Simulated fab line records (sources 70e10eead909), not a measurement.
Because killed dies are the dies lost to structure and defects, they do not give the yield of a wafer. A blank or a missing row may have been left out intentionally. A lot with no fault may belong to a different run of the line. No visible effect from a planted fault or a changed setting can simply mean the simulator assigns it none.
The same fault as seen by 3 desks :: flow nand_harc :: each desk holds nothing but its own numbers, with what lay behind them at the end

== THE DEFECT DESK ==
Lot by lot, what the route's inspections counted, given as the mean of those sampled wafers with a number. Any lot whose mean is over 4 standard deviations away from the usual mean is out of limits and marked OUT; that distance is given in the brackets.
Columns: A = raw_defect_count at NHARC_P_M2_INSPECT_27, usual 298
lot: L897
first seen here: day 6 08:31
A: 315

lot: L898
first seen here: day 6 18:08
A: 232

lot: L900
first seen here: day 7 01:43
A: 254

lot: L912
first seen here: day 10 13:03
A: 266

lot: L915
first seen here: day 10 19:27
A: 187

lot: L914
first seen here: day 10 22:52
A: 211

lot: L916
first seen here: day 11 00:56
A: 511

lot: L917
first seen here: day 11 09:32
A: 380

lot: L918
first seen here: day 11 12:36
A: 395

lot: L919
first seen here: day 11 16:09
A: 337

lot: L920
first seen here: day 11 20:32
A: 354
This desk's finding: nothing out of limits on any of the 11 lots.

== AT THE TOOL OWNER'S DESK: rie_diel-11 ==
The tool's own readings at NHARC_P_BONDPAD_ETCH_24 (etches the open film in CF4/N2, target depth 30 nm, time 72.99 s): means of the sampled wafers that have a number, for each lot that ran on this tool. Any lot whose mean is over 4 standard deviations away from the usual mean is out of limits and marked OUT; that distance is given in the brackets.
Columns: A = drypump_motor_current_A at NHARC_P_BONDPAD_ETCH_24, usual 5.5 A; B = oes_product_au at NHARC_P_BONDPAD_ETCH_24, usual 1.004 a.u.; C = rf_vpp_V at NHARC_P_BONDPAD_ETCH_24, usual 316.3 V; D = run_length_s at NHARC_P_BONDPAD_ETCH_24, usual 94.3 s; E = showerhead_plenum_p_Torr at NHARC_P_BONDPAD_ETCH_24, usual 2.75 Torr; F = throttle_valve_pct at NHARC_P_BONDPAD_ETCH_24, usual 19.794 %
lot: L897
first seen here: day 6 11:14
A: 5.6
B: 1.014
C: 316.9
D: 94.2
E: 2.79
F: 19.788

lot: L898
first seen here: day 6 20:40
A: 5.6
B: 1.002
C: 316.9
D: 94.5
E: 2.81
F: 19.791

lot: L900
first seen here: day 7 04:19
A: 5.2
B: 1.000
C: 317.1
D: 88.7 (-12) OUT
E: 2.81
F: 19.791

lot: L912
first seen here: day 10 15:47
A: 5.3
B: 1.006
C: 317.4
D: 94.3
E: 2.81
F: 19.790

lot: L916
first seen here: day 11 03:25
A: 5.3
B: 1.004
C: 317.3
D: 94.0
E: 2.80
F: 19.798

lot: L918
first seen here: day 11 15:25
A: 5.3
B: 1.010
C: 317.9
D: 94.2
E: 2.80
F: 19.794

lot: L919
first seen here: day 11 18:49
A: 5.3
B: 1.006
C: 317.2
D: 94.3
E: 2.81
F: 19.786

lot: L920
first seen here: day 11 23:07
A: 5.2
B: 1.012
C: 316.9
D: 94.2
E: 2.79
F: 19.796
This desk finds L900 out of limits, L900 being first, at day 7 04:19 (run_length_s at NHARC_P_BONDPAD_ETCH_24). L897, L898, L912, L916, L918, L919, L920 stayed within limits.

== FROM THE METROLOGY DESK ==
What the gauges read for every lot (on any tool): the sampled wafers with a number, averaged. Any lot whose mean is over 4 standard deviations away from the usual mean is out of limits and marked OUT; that distance is given in the brackets.
Columns: A = thk_nm at NHARC_P_BONDPAD_THK_MEAS_20, usual 160.9 nm
lot: L897
first seen here: day 6 13:13
A: 160.9

lot: L898
first seen here: day 6 22:29
A: 161.3

lot: L900
first seen here: day 7 06:08
A: 160.5

lot: L912
first seen here: day 10 17:37
A: 160.9

lot: L915
first seen here: day 10 23:47
A: 160.7

lot: L914
first seen here: day 11 03:11
A: 162.4

lot: L916
first seen here: day 11 05:16
A: 160.4

lot: L917
first seen here: day 11 14:00
A: 161.5

lot: L918
first seen here: day 11 17:13
A: 159.7

lot: L919
first seen here: day 11 20:38
A: 160.8

lot: L920
first seen here: day 12 00:55
A: 161.4
This desk's finding: nothing out of limits on any of the 11 lots.

== ALL TOGETHER ==
An alarm could have come from the tool owner's desk at day 7 04:19, on L900.
Nothing out of limits was seen by the defect desk.
From the metrology desk's view, nothing was out of limits.
The defect desk has L900 on record, within its limits.
The metrology desk has L900 on record, within its limits.
Every lot named ran NHARC_P_BONDPAD_ETCH_24 on rie_diel-11.

== WHAT THE SIMULATOR PUT IN ==
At NHARC_P_BONDPAD_ETCH_24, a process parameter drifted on rie_diel-11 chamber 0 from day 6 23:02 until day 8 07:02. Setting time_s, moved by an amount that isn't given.
Lots struck among those shown: L900.
Each desk's first reading out of limits, in hours after the fault started: the tool owner's desk, 5.
